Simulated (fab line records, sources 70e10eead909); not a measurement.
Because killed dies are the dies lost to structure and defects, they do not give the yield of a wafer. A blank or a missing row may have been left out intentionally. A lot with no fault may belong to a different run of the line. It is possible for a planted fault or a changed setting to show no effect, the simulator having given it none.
fab line records / flow nandHarc / part 2 of 2: steps 5 to 6 of 6
record: lots: 22 wafers: 66 lastDay: 34
route steps=1302 shown A_CHANNEL_HOLE_D2@603 A_CHANNEL_FILL_D2@614 A_STAIRCASE@669
lots that met no fault: taken from a fault-free run of the same line
startH: start of the lot's first displayed wafer, in hours after the record's first day / waitH: hours elapsed since this lot's preceding step / " as in the row above / L1.1+2: a row that stands for several wafers / - either no value or no given start / * or withheld: withheld / < > ~ a bound
route shown NAME@n: NAME is a module with steps in the file, n the number in the route of the first one / usual: average and standard deviation across the fault-free wafers / same: alike in all rows / chamber/n: place in a boat / sites: the reading at each site / _std_site: the values' standard deviation / _edge_site: inner sites' mean taken away from outer sites' mean / radiusMm: for every site, how far away it sits from the centre of the wafer / mask NAME#n: copy n / behind: the most recent tool/chamber to have shaped the wafer / hold: reason for holding the lot/hours on hold/outcome of the hold / device: which transistor (n, p or np) failed to switch / end of line: tests of these same wafers at the route's end / a step given without rows: its recipe and nothing more / killed: dies that structure and defects cost at the first sort, which is not the same as the wafer's yield / map: a wafer's dies, marking killed ones x, the rest . and places with no die _
set.NAME: the setting that was run; set.NAME@STEP: the one run at that earlier step / model.NAME: the simulator's own value behind a step, which no gauge read
the route's steps for a sample of lots (tables are steps, rows are wafers)
services: from which hour (startH, from the record's first day; less than 0 if before it) a tool's chamber was out of use, for how many hours, and why
== steps ==
step: NHARC_A_CHANNEL_FILL_D2_RTA_24
recipe: tempC: 1000 timeS: 5
usual: lampPowerPct: 34.6/2.8 lamp_zone_4_pct: 34.6/2.8 lamp_zone_6_pct: 34.5/2.8 wafer_temp_C_max: 1006.1/1.4
lot.wafer=L074.1 tool=rtpAnneal-02 chamber=0 startH=342.32 waitH=0.0 lampPowerPct=36.7 lamp_zone_4_pct=36.7 lamp_zone_6_pct=36.6 wafer_temp_C_max=1008.9
lot.wafer=L074.5 tool=rtpAnneal-02 chamber=0 startH=342.32 waitH=0.0 lampPowerPct=36.7 lamp_zone_4_pct=36.6 lamp_zone_6_pct=36.6 wafer_temp_C_max=1006.2
lot.wafer=L074.6 tool=rtpAnneal-02 chamber=0 startH=342.32 waitH=0.0 lampPowerPct=36.7 lamp_zone_4_pct=36.7 lamp_zone_6_pct=36.6 wafer_temp_C_max=1005.1
lot.wafer=L075.1 tool=rtpAnneal-01 chamber=0 startH=361.07 waitH=0.0 lampPowerPct=31.0 lamp_zone_4_pct=31.0 lamp_zone_6_pct=30.9 wafer_temp_C_max=1007.6
lot.wafer=L075.2 tool=rtpAnneal-01 chamber=0 startH=361.07 waitH=0.0 lampPowerPct=31.0 lamp_zone_4_pct=31.0 lamp_zone_6_pct=30.9 wafer_temp_C_max=1007.3
lot.wafer=L075.6 tool=rtpAnneal-01 chamber=0 startH=361.07 waitH=0.0 lampPowerPct=31.0 lamp_zone_4_pct=31.0 lamp_zone_6_pct=30.9 wafer_temp_C_max=1010.0
lot.wafer=L076.2 tool=rtpAnneal-02 chamber=0 startH=371.75 waitH=0.1 lampPowerPct=36.7 lamp_zone_4_pct=36.8 lamp_zone_6_pct=36.6 wafer_temp_C_max=1006.0
lot.wafer=L076.4 tool=rtpAnneal-02 chamber=0 startH=371.75 waitH=0.1 lampPowerPct=36.7 lamp_zone_4_pct=36.7 lamp_zone_6_pct=36.6 wafer_temp_C_max=1005.6
lot.wafer=L076.5 tool=rtpAnneal-02 chamber=0 startH=371.75 waitH=0.1 lampPowerPct=36.7 lamp_zone_4_pct=36.7 lamp_zone_6_pct=36.5 wafer_temp_C_max=1006.3
lot.wafer=L077.1 tool=rtpAnneal-02 chamber=0 startH=390.08 waitH=0.0 lampPowerPct=36.7 lamp_zone_4_pct=36.8 lamp_zone_6_pct=36.6 wafer_temp_C_max=1007.2
lot.wafer=L077.3 tool=rtpAnneal-02 chamber=0 startH=390.08 waitH=0.0 lampPowerPct=36.7 lamp_zone_4_pct=36.7 lamp_zone_6_pct=36.7 wafer_temp_C_max=1005.7
lot.wafer=L077.6 tool=rtpAnneal-02 chamber=0 startH=390.08 waitH=0.0 lampPowerPct=36.6 lamp_zone_4_pct=36.8 lamp_zone_6_pct=36.6 wafer_temp_C_max=1005.2
lot.wafer=L078.3 tool=rtpAnneal-02 chamber=0 startH=396.16 waitH=0.1 lampPowerPct=36.7 lamp_zone_4_pct=36.7 lamp_zone_6_pct=36.7 wafer_temp_C_max=1004.8
lot.wafer=L078.4 tool=rtpAnneal-02 chamber=0 startH=396.16 waitH=0.1 lampPowerPct=36.7 lamp_zone_4_pct=36.7 lamp_zone_6_pct=36.6 wafer_temp_C_max=1004.1
lot.wafer=L078.6 tool=rtpAnneal-02 chamber=0 startH=396.16 waitH=0.1 lampPowerPct=36.7 lamp_zone_4_pct=36.7 lamp_zone_6_pct=36.6 wafer_temp_C_max=1005.4
lot.wafer=L080.3 tool=rtpAnneal-02 chamber=0 startH=405.36 waitH=0.1 lampPowerPct=36.7 lamp_zone_4_pct=36.7 lamp_zone_6_pct=36.6 wafer_temp_C_max=1007.9
lot.wafer=L080.4 tool=rtpAnneal-02 chamber=0 startH=405.36 waitH=0.1 lampPowerPct=36.7 lamp_zone_4_pct=36.8 lamp_zone_6_pct=36.6 wafer_temp_C_max=1004.7
lot.wafer=L080.5 tool=rtpAnneal-02 chamber=0 startH=405.36 waitH=0.1 lampPowerPct=36.7 lamp_zone_4_pct=36.7 lamp_zone_6_pct=36.7 wafer_temp_C_max=1005.8
lot.wafer=L079.2 tool=rtpAnneal-02 chamber=0 startH=410.44 waitH=0.1 lampPowerPct=36.7 lamp_zone_4_pct=36.7 lamp_zone_6_pct=36.6 wafer_temp_C_max=1006.1
lot.wafer=L079.4 tool=rtpAnneal-02 chamber=0 startH=410.44 waitH=0.1 lampPowerPct=36.7 lamp_zone_4_pct=36.8 lamp_zone_6_pct=36.6 wafer_temp_C_max=1006.2
lot.wafer=L079.6 tool=rtpAnneal-02 chamber=0 startH=410.44 waitH=0.1 lampPowerPct=36.8 lamp_zone_4_pct=36.7 lamp_zone_6_pct=36.7 wafer_temp_C_max=1004.8
lot.wafer=L081.1 tool=rtpAnneal-02 chamber=0 startH=426.34 waitH=0.0 lampPowerPct=36.7 lamp_zone_4_pct=36.7 lamp_zone_6_pct=36.6 wafer_temp_C_max=1007.1
lot.wafer=L081.2 tool=rtpAnneal-02 chamber=0 startH=426.34 waitH=0.0 lampPowerPct=36.8 lamp_zone_4_pct=36.7 lamp_zone_6_pct=36.7 wafer_temp_C_max=1004.9
lot.wafer=L081.6 tool=rtpAnneal-02 chamber=0 startH=426.34 waitH=0.0 lampPowerPct=36.8 lamp_zone_4_pct=36.7 lamp_zone_6_pct=36.7 wafer_temp_C_max=1004.6
lot.wafer=L082.1 tool=rtpAnneal-01 chamber=0 startH=433.89 waitH=0.0 lampPowerPct=31.0 lamp_zone_4_pct=31.0 lamp_zone_6_pct=30.9 wafer_temp_C_max=1008.1
lot.wafer=L082.2 tool=rtpAnneal-01 chamber=0 startH=433.89 waitH=0.0 lampPowerPct=31.0 lamp_zone_4_pct=31.0 lamp_zone_6_pct=30.9 wafer_temp_C_max=1007.3
lot.wafer=L082.6 tool=rtpAnneal-01 chamber=0 startH=433.89 waitH=0.0 lampPowerPct=31.0 lamp_zone_4_pct=30.9 lamp_zone_6_pct=30.9 wafer_temp_C_max=1008.9
lot.wafer=L085.2 tool=rtpAnneal-02 chamber=0 startH=460.20 waitH=0.1 lampPowerPct=36.7 lamp_zone_4_pct=36.7 lamp_zone_6_pct=36.7 wafer_temp_C_max=1006.0
lot.wafer=L085.5 tool=rtpAnneal-02 chamber=0 startH=460.20 waitH=0.1 lampPowerPct=36.7 lamp_zone_4_pct=36.7 lamp_zone_6_pct=36.6 wafer_temp_C_max=1005.7
lot.wafer=L085.6 tool=rtpAnneal-02 chamber=0 startH=460.20 waitH=0.1 lampPowerPct=36.7 lamp_zone_4_pct=36.7 lamp_zone_6_pct=36.7 wafer_temp_C_max=1004.7
lot.wafer=L084.2 tool=rtpAnneal-01 chamber=0 startH=465.78 waitH=0.1 lampPowerPct=31.0 lamp_zone_4_pct=31.0 lamp_zone_6_pct=30.9 wafer_temp_C_max=1006.2
lot.wafer=L084.3 tool=rtpAnneal-01 chamber=0 startH=465.78 waitH=0.1 lampPowerPct=31.0 lamp_zone_4_pct=31.0 lamp_zone_6_pct=31.0 wafer_temp_C_max=1007.6
lot.wafer=L084.5 tool=rtpAnneal-01 chamber=0 startH=465.78 waitH=0.1 lampPowerPct=31.0 lamp_zone_4_pct=31.0 lamp_zone_6_pct=30.9 wafer_temp_C_max=1006.7
lot.wafer=L086.3 tool=rtpAnneal-02 chamber=0 startH=470.11 waitH=0.1 lampPowerPct=36.7 lamp_zone_4_pct=36.7 lamp_zone_6_pct=36.6 wafer_temp_C_max=1005.0
lot.wafer=L086.4 tool=rtpAnneal-02 chamber=0 startH=470.11 waitH=0.1 lampPowerPct=36.7 lamp_zone_4_pct=36.7 lamp_zone_6_pct=36.6 wafer_temp_C_max=1006.7
lot.wafer=L086.5 tool=rtpAnneal-02 chamber=0 startH=470.11 waitH=0.1 lampPowerPct=36.7 lamp_zone_4_pct=36.6 lamp_zone_6_pct=36.6 wafer_temp_C_max=1005.4
lot.wafer=L087.1 tool=rtpAnneal-01 chamber=0 startH=482.72 waitH=0.0 lampPowerPct=31.0 lamp_zone_4_pct=31.0 lamp_zone_6_pct=31.0 wafer_temp_C_max=1006.1
lot.wafer=L087.2 tool=rtpAnneal-01 chamber=0 startH=482.72 waitH=0.0 lampPowerPct=31.0 lamp_zone_4_pct=31.0 lamp_zone_6_pct=31.0 wafer_temp_C_max=1007.0
lot.wafer=L087.5 tool=rtpAnneal-01 chamber=0 startH=482.72 waitH=0.0 lampPowerPct=31.0 lamp_zone_4_pct=31.0 lamp_zone_6_pct=30.9 wafer_temp_C_max=1006.7
lot.wafer=L088.2 tool=rtpAnneal-02 chamber=0 startH=482.75 waitH=0.1 lampPowerPct=36.7 lamp_zone_4_pct=36.7 lamp_zone_6_pct=36.7 wafer_temp_C_max=1004.2
lot.wafer=L088.3 tool=rtpAnneal-02 chamber=0 startH=482.75 waitH=0.1 lampPowerPct=36.7 lamp_zone_4_pct=36.7 lamp_zone_6_pct=36.6 wafer_temp_C_max=1004.5
lot.wafer=L088.5 tool=rtpAnneal-02 chamber=0 startH=482.75 waitH=0.1 lampPowerPct=36.7 lamp_zone_4_pct=36.6 lamp_zone_6_pct=36.7 wafer_temp_C_max=1005.6
lot.wafer=L090.1 tool=rtpAnneal-01 chamber=0 startH=503.19 waitH=0.0 lampPowerPct=31.1 lamp_zone_4_pct=30.9 lamp_zone_6_pct=30.9 wafer_temp_C_max=1006.8
lot.wafer=L090.3 tool=rtpAnneal-01 chamber=0 startH=503.19 waitH=0.0 lampPowerPct=31.0 lamp_zone_4_pct=31.0 lamp_zone_6_pct=31.0 wafer_temp_C_max=1006.6
lot.wafer=L090.6 tool=rtpAnneal-01 chamber=0 startH=503.19 waitH=0.0 lampPowerPct=31.0 lamp_zone_4_pct=31.0 lamp_zone_6_pct=31.0 wafer_temp_C_max=1008.4
lot.wafer=L091.1 tool=rtpAnneal-01 chamber=0 startH=514.16 waitH=0.0 lampPowerPct=31.0 lamp_zone_4_pct=31.0 lamp_zone_6_pct=30.9 wafer_temp_C_max=1007.8
lot.wafer=L091.2 tool=rtpAnneal-01 chamber=0 startH=514.16 waitH=0.0 lampPowerPct=31.0 lamp_zone_4_pct=31.0 lamp_zone_6_pct=30.9 wafer_temp_C_max=1006.7
lot.wafer=L091.5 tool=rtpAnneal-01 chamber=0 startH=514.16 waitH=0.0 lampPowerPct=31.0 lamp_zone_4_pct=31.0 lamp_zone_6_pct=31.0 wafer_temp_C_max=1006.1
lot.wafer=L092.1 tool=rtpAnneal-01 chamber=0 startH=534.14 waitH=0.0 lampPowerPct=31.0 lamp_zone_4_pct=31.1 lamp_zone_6_pct=30.9 wafer_temp_C_max=1008.2
lot.wafer=L092.3 tool=rtpAnneal-01 chamber=0 startH=534.14 waitH=0.0 lampPowerPct=31.0 lamp_zone_4_pct=31.0 lamp_zone_6_pct=30.9 wafer_temp_C_max=1006.5
lot.wafer=L092.6 tool=rtpAnneal-01 chamber=0 startH=534.14 waitH=0.0 lampPowerPct=31.0 lamp_zone_4_pct=31.0 lamp_zone_6_pct=31.0 wafer_temp_C_max=1006.0
lot.wafer=L093.1 tool=rtpAnneal-02 chamber=0 startH=534.29 waitH=0.0 lampPowerPct=36.7 lamp_zone_4_pct=36.7 lamp_zone_6_pct=36.7 wafer_temp_C_max=1004.3
lot.wafer=L093.3 tool=rtpAnneal-02 chamber=0 startH=534.29 waitH=0.0 lampPowerPct=36.8 lamp_zone_4_pct=36.7 lamp_zone_6_pct=36.7 wafer_temp_C_max=1003.7
lot.wafer=L093.6 tool=rtpAnneal-02 chamber=0 startH=534.29 waitH=0.0 lampPowerPct=36.7 lamp_zone_4_pct=36.8 lamp_zone_6_pct=36.6 wafer_temp_C_max=1006.6
lot.wafer=L094.1 tool=rtpAnneal-01 chamber=0 startH=547.95 waitH=0.0 lampPowerPct=31.0 lamp_zone_4_pct=31.0 lamp_zone_6_pct=30.9 wafer_temp_C_max=1008.1
lot.wafer=L094.4 tool=rtpAnneal-01 chamber=0 startH=547.95 waitH=0.0 lampPowerPct=31.0 lamp_zone_4_pct=31.0 lamp_zone_6_pct=30.9 wafer_temp_C_max=1008.5
lot.wafer=L094.5 tool=rtpAnneal-01 chamber=0 startH=547.95 waitH=0.0 lampPowerPct=31.0 lamp_zone_4_pct=31.0 lamp_zone_6_pct=30.9 wafer_temp_C_max=1008.6
lot.wafer=L095.1 tool=rtpAnneal-01 chamber=0 startH=555.94 waitH=0.0 lampPowerPct=31.0 lamp_zone_4_pct=31.0 lamp_zone_6_pct=30.9 wafer_temp_C_max=1006.7
lot.wafer=L095.3 tool=rtpAnneal-01 chamber=0 startH=555.94 waitH=0.0 lampPowerPct=31.0 lamp_zone_4_pct=31.0 lamp_zone_6_pct=30.9 wafer_temp_C_max=1008.5
lot.wafer=L095.6 tool=rtpAnneal-01 chamber=0 startH=555.94 waitH=0.0 lampPowerPct=31.0 lamp_zone_4_pct=31.0 lamp_zone_6_pct=30.9 wafer_temp_C_max=1006.0
lot.wafer=L096.2 tool=rtpAnneal-02 chamber=0 startH=579.46 waitH=0.1 lampPowerPct=36.7 lamp_zone_4_pct=36.8 lamp_zone_6_pct=36.7 wafer_temp_C_max=1005.3
lot.wafer=L096.4 tool=rtpAnneal-02 chamber=0 startH=579.46 waitH=0.1 lampPowerPct=36.7 lamp_zone_4_pct=36.7 lamp_zone_6_pct=36.7 wafer_temp_C_max=1005.4
lot.wafer=L096.6 tool=rtpAnneal-02 chamber=0 startH=579.46 waitH=0.1 lampPowerPct=36.7 lamp_zone_4_pct=36.8 lamp_zone_6_pct=36.6 wafer_temp_C_max=1004.0
lot.wafer=L097.1 tool=rtpAnneal-02 chamber=0 startH=590.18 waitH=0.0 lampPowerPct=36.7 lamp_zone_4_pct=36.7 lamp_zone_6_pct=36.6 wafer_temp_C_max=1004.7
lot.wafer=L097.3 tool=rtpAnneal-02 chamber=0 startH=590.18 waitH=0.0 lampPowerPct=36.7 lamp_zone_4_pct=36.7 lamp_zone_6_pct=36.6 wafer_temp_C_max=1006.6
lot.wafer=L097.5 tool=rtpAnneal-02 chamber=0 startH=590.18 waitH=0.0 lampPowerPct=36.7 lamp_zone_4_pct=36.7 lamp_zone_6_pct=36.6 wafer_temp_C_max=1005.1
step: NHARC_A_STAIRCASE_ETCH_13
recipe: targetDepthA: 1000 timeS: 40.5 ionEnergyEv: 400 c4f8FlowSccm: 20 o2FlowSccm: 10 arFlowSccm: withheld rfW: 600 biasW: 1000 chemistry: C4F8/O2
usual: biasW: 1000.0/2.7 oesProductAu: 0.944/0.014 rfVppV: 896/6.3
lot.wafer=L074.1 tool=rieDiel-01 chamber=0 startH=- waitH=- biasW=1001.4 oesProductAu=0.948 rfHoursCounterH=47 rfVppV=906
lot.wafer=L074.5 tool=rieDiel-01 chamber=3 startH=- waitH=- biasW=1002.2 oesProductAu=0.944 rfHoursCounterH=- rfVppV=890
lot.wafer=L074.6 tool=rieDiel-01 chamber=0 startH=- waitH=- biasW=998.7 oesProductAu=0.951 rfHoursCounterH=- rfVppV=904
lot.wafer=L075.1 tool=rieDiel-03 chamber=3 startH=- waitH=- biasW=1001.5 oesProductAu=0.942 rfHoursCounterH=21 rfVppV=894
lot.wafer=L075.2 tool=rieDiel-03 chamber=0 startH=- waitH=- biasW=998.9 oesProductAu=0.936 rfHoursCounterH=18 rfVppV=894
lot.wafer=L075.6 tool=rieDiel-03 chamber=0 startH=- waitH=- biasW=1000.4 oesProductAu=0.930 rfHoursCounterH=- rfVppV=894
lot.wafer=L076.2 tool=rieDiel-07 chamber=3 startH=- waitH=- biasW=1004.0 oesProductAu=0.977 rfHoursCounterH=21 rfVppV=903
lot.wafer=L076.4 tool=rieDiel-07 chamber=0 startH=- waitH=- biasW=1000.2 oesProductAu=0.936 rfHoursCounterH=18 rfVppV=905
lot.wafer=L076.5 tool=rieDiel-07 chamber=0 startH=- waitH=- biasW=1001.6 oesProductAu=0.941 rfHoursCounterH=- rfVppV=904
lot.wafer=L077.3 tool=rieDiel-03 chamber=3 startH=- waitH=- biasW=1001.2 oesProductAu=0.956 rfHoursCounterH=29 rfVppV=894
lot.wafer=L077.1 tool=rieDiel-03 chamber=1 startH=- waitH=- biasW=1000.7 oesProductAu=0.946 rfHoursCounterH=28 rfVppV=900
lot.wafer=L077.6 tool=rieDiel-03 chamber=0 startH=- waitH=- biasW=1000.5 oesProductAu=0.947 rfHoursCounterH=- rfVppV=893
lot.wafer=L078.3 tool=rieDiel-07 chamber=0 startH=- waitH=- biasW=999.0 oesProductAu=0.943 rfHoursCounterH=25 rfVppV=905
lot.wafer=L078.4 tool=rieDiel-07 chamber=3 startH=- waitH=- biasW=1003.4 oesProductAu=0.967 rfHoursCounterH=26 rfVppV=902
lot.wafer=L078.6 tool=rieDiel-07 chamber=1 startH=- waitH=- biasW=997.6 oesProductAu=0.938 rfHoursCounterH=- rfVppV=889
lot.wafer=L080.4 tool=rieDiel-01 chamber=2 startH=- waitH=- biasW=996.9 oesProductAu=0.941 rfHoursCounterH=7 rfVppV=888
lot.wafer=L080.3 tool=rieDiel-01 chamber=0 startH=- waitH=- biasW=1000.5 oesProductAu=0.950 rfHoursCounterH=6 rfVppV=902
lot.wafer=L080.5 tool=rieDiel-01 chamber=2 startH=- waitH=- biasW=995.0 oesProductAu=0.940 rfHoursCounterH=- rfVppV=888
lot.wafer=L079.4 tool=rieDiel-01 chamber=1 startH=- waitH=- biasW=1000.8 oesProductAu=0.950 rfHoursCounterH=9 rfVppV=895
lot.wafer=L079.2 tool=rieDiel-01 chamber=3 startH=- waitH=- biasW=992.6 oesProductAu=0.959 rfHoursCounterH=8 rfVppV=890
lot.wafer=L079.6 tool=rieDiel-01 chamber=0 startH=- waitH=- biasW=999.8 oesProductAu=0.949 rfHoursCounterH=- rfVppV=904
lot.wafer=L081.2 tool=rieDiel-03 chamber=1 startH=- waitH=- biasW=1000.9 oesProductAu=0.939 rfHoursCounterH=43 rfVppV=900
lot.wafer=L081.1 tool=rieDiel-03 chamber=2 startH=- waitH=- biasW=995.3 oesProductAu=0.964 rfHoursCounterH=36 rfVppV=887
lot.wafer=L081.6 tool=rieDiel-03 chamber=3 startH=- waitH=- biasW=1002.4 oesProductAu=0.967 rfHoursCounterH=- rfVppV=895
lot.wafer=L082.1 tool=rieDiel-03 chamber=1 startH=- waitH=- biasW=1001.3 oesProductAu=0.928 rfHoursCounterH=45 rfVppV=900
lot.wafer=L082.2 tool=rieDiel-03 chamber=3 startH=- waitH=- biasW=1002.7 oesProductAu=0.947 rfHoursCounterH=42 rfVppV=895
lot.wafer=L082.6 tool=rieDiel-03 chamber=2 startH=- waitH=- biasW=998.4 oesProductAu=0.930 rfHoursCounterH=- rfVppV=888
lot.wafer=L085.2 tool=rieDiel-07 chamber=0 startH=- waitH=- biasW=995.6 oesProductAu=0.939 rfHoursCounterH=42 rfVppV=904
lot.wafer=L085.5 tool=rieDiel-07 chamber=2 startH=- waitH=- biasW=1000.7 oesProductAu=0.958 rfHoursCounterH=- rfVppV=899
lot.wafer=L085.6 tool=rieDiel-07 chamber=3 startH=- waitH=- biasW=995.9 oesProductAu=0.934 rfHoursCounterH=- rfVppV=904
lot.wafer=L084.3 tool=rieDiel-07 chamber=2 startH=- waitH=- biasW=996.9 oesProductAu=0.969 rfHoursCounterH=49 rfVppV=900
lot.wafer=L084.2 tool=rieDiel-07 chamber=1 startH=- waitH=- biasW=998.5 oesProductAu=0.941 rfHoursCounterH=48 rfVppV=888
lot.wafer=L084.5 tool=rieDiel-07 chamber=2 startH=- waitH=- biasW=997.1 oesProductAu=0.972 rfHoursCounterH=- rfVppV=898
lot.wafer=L086.3 tool=rieDiel-03 chamber=2 startH=- waitH=- biasW=1003.7 oesProductAu=0.927 rfHoursCounterH=4 rfVppV=905
lot.wafer=L086.4 tool=rieDiel-03 chamber=0 startH=- waitH=- biasW=1003.2 oesProductAu=0.929 rfHoursCounterH=4 rfVppV=895
lot.wafer=L086.5 tool=rieDiel-03 chamber=2 startH=- waitH=- biasW=1005.8 oesProductAu=0.927 rfHoursCounterH=- rfVppV=906
lot.wafer=L087.2 tool=rieDiel-01 chamber=1 startH=- waitH=- biasW=1002.8 oesProductAu=0.936 rfHoursCounterH=32 rfVppV=892
lot.wafer=L087.1 tool=rieDiel-01 chamber=0 startH=- waitH=- biasW=998.0 oesProductAu=0.939 rfHoursCounterH=32 rfVppV=903
lot.wafer=L087.5 tool=rieDiel-01 chamber=2 startH=- waitH=- biasW=1000.7 oesProductAu=0.950 rfHoursCounterH=- rfVppV=889
lot.wafer=L088.3 tool=rieDiel-07 chamber=1 startH=- waitH=- biasW=999.9 oesProductAu=0.924 rfHoursCounterH=2 rfVppV=887
lot.wafer=L088.2 tool=rieDiel-07 chamber=2 startH=- waitH=- biasW=1001.9 oesProductAu=0.933 rfHoursCounterH=1 rfVppV=901
lot.wafer=L088.5 tool=rieDiel-07 chamber=2 startH=- waitH=- biasW=998.3 oesProductAu=0.940 rfHoursCounterH=- rfVppV=901
lot.wafer=L090.3 tool=rieDiel-07 chamber=1 startH=- waitH=- biasW=1003.5 oesProductAu=0.923 rfHoursCounterH=11 rfVppV=887
lot.wafer=L090.1 tool=rieDiel-07 chamber=3 startH=- waitH=- biasW=1001.1 oesProductAu=0.942 rfHoursCounterH=10 rfVppV=902
lot.wafer=L090.6 tool=rieDiel-07 chamber=2 startH=- waitH=- biasW=995.7 oesProductAu=0.944 rfHoursCounterH=- rfVppV=898
lot.wafer=L091.1 tool=rieDiel-01 chamber=2 startH=- waitH=- biasW=998.3 oesProductAu=0.958 rfHoursCounterH=48 rfVppV=889
lot.wafer=L091.2 tool=rieDiel-01 chamber=3 startH=- waitH=- biasW=1004.3 oesProductAu=0.963 rfHoursCounterH=47 rfVppV=889
lot.wafer=L091.5 tool=rieDiel-01 chamber=2 startH=- waitH=- biasW=999.6 oesProductAu=0.957 rfHoursCounterH=- rfVppV=887
lot.wafer=L092.3 tool=rieDiel-03 chamber=3 startH=- waitH=- biasW=997.1 oesProductAu=0.963 rfHoursCounterH=20 rfVppV=894
lot.wafer=L092.1 tool=rieDiel-03 chamber=1 startH=- waitH=- biasW=998.7 oesProductAu=0.952 rfHoursCounterH=18 rfVppV=899
lot.wafer=L092.6 tool=rieDiel-03 chamber=3 startH=- waitH=- biasW=997.1 oesProductAu=0.963 rfHoursCounterH=- rfVppV=895
lot.wafer=L093.3 tool=rieDiel-07 chamber=0 startH=- waitH=- biasW=1000.0 oesProductAu=0.944 rfHoursCounterH=22 rfVppV=903
lot.wafer=L093.1 tool=rieDiel-07 chamber=2 startH=- waitH=- biasW=997.3 oesProductAu=0.944 rfHoursCounterH=24 rfVppV=901
lot.wafer=L093.6 tool=rieDiel-07 chamber=2 startH=- waitH=- biasW=999.6 oesProductAu=0.934 rfHoursCounterH=- rfVppV=899
lot.wafer=L094.1 tool=rieDiel-07 chamber=3 startH=- waitH=- biasW=1000.8 oesProductAu=0.959 rfHoursCounterH=27 rfVppV=902
lot.wafer=L094.4 tool=rieDiel-07 chamber=1 startH=- waitH=- biasW=999.8 oesProductAu=0.963 rfHoursCounterH=23 rfVppV=886
lot.wafer=L094.5 tool=rieDiel-07 chamber=2 startH=- waitH=- biasW=995.3 oesProductAu=0.959 rfHoursCounterH=- rfVppV=900
lot.wafer=L095.1 tool=rieDiel-03 chamber=0 startH=- waitH=- biasW=1003.5 oesProductAu=0.947 rfHoursCounterH=30 rfVppV=893
lot.wafer=L095.3 tool=rieDiel-03 chamber=1 startH=- waitH=- biasW=1003.0 oesProductAu=0.939 rfHoursCounterH=26 rfVppV=899
lot.wafer=L095.6 tool=rieDiel-03 chamber=0 startH=- waitH=- biasW=1004.5 oesProductAu=0.939 rfHoursCounterH=- rfVppV=892
lot.wafer=L096.4 tool=rieDiel-03 chamber=3 startH=- waitH=- biasW=1002.8 oesProductAu=0.976 rfHoursCounterH=36 rfVppV=893
lot.wafer=L096.2 tool=rieDiel-03 chamber=0 startH=- waitH=- biasW=995.3 oesProductAu=0.957 rfHoursCounterH=37 rfVppV=892
lot.wafer=L096.6 tool=rieDiel-03 chamber=1 startH=- waitH=- biasW=1004.0 oesProductAu=0.959 rfHoursCounterH=- rfVppV=899
lot.wafer=L097.1 tool=rieDiel-01 chamber=2 startH=- waitH=- biasW=1002.8 oesProductAu=0.915 rfHoursCounterH=7 rfVppV=907
lot.wafer=L097.3 tool=rieDiel-01 chamber=1 startH=- waitH=- biasW=1001.4 oesProductAu=0.937 rfHoursCounterH=10 rfVppV=894
lot.wafer=L097.5 tool=rieDiel-01 chamber=2 startH=- waitH=- biasW=999.8 oesProductAu=0.921 rfHoursCounterH=- rfVppV=906
== services ==
tool=rieDiel-08 chamber=1 startH=274.06 hours=19.3 kind=repair
tool=rieDiel-06 chamber=- startH=277.15 hours=0.7 kind=repair
tool=rieDiel-06 chamber=3 startH=282.90 hours=1.3 kind=repair
tool=rieDiel-08 chamber=3 startH=286.08 hours=7.2 kind=repair
tool=rieDiel-08 chamber=1 startH=295.83 hours=5.6 kind=repair
tool=rieDiel-06 chamber=- startH=307.21 hours=9.0 kind=pm
tool=rieDiel-11 chamber=1 startH=317.03 hours=6.1 kind=repair
tool=rieDiel-11 chamber=0 startH=334.54 hours=5.6 kind=repair
tool=rieDiel-06 chamber=3 startH=343.97 hours=6.9 kind=repair
tool=rieDiel-04 chamber=- startH=354.90 hours=9.0 kind=pm
tool=rieDiel-11 chamber=3 startH=365.92 hours=7.0 kind=repair
tool=rieDiel-08 chamber=- startH=367.90 hours=9.0 kind=pm
tool=rieDiel-06 chamber=0 startH=368.00 hours=7.5 kind=repair
tool=rieDiel-11 chamber=0 startH=372.33 hours=7.4 kind=repair
tool=rieDiel-08 chamber=- startH=384.46 hours=0.8 kind=repair
tool=rieDiel-08 chamber=0 startH=392.94 hours=8.6 kind=repair
tool=rieDiel-11 chamber=1 startH=402.95 hours=10.0 kind=repair
tool=rieDiel-11 chamber=0 startH=417.05 hours=5.2 kind=repair
tool=rieDiel-11 chamber=3 startH=417.08 hours=3.4 kind=repair
tool=rieDiel-06 chamber=3 startH=450.13 hours=1.8 kind=repair
tool=rieDiel-08 chamber=3 startH=468.15 hours=4.8 kind=repair
tool=rieDiel-06 chamber=- startH=484.21 hours=9.0 kind=pm
tool=rieDiel-06 chamber=1 startH=516.69 hours=10.2 kind=repair
tool=rieDiel-08 chamber=- startH=544.90 hours=9.0 kind=pm
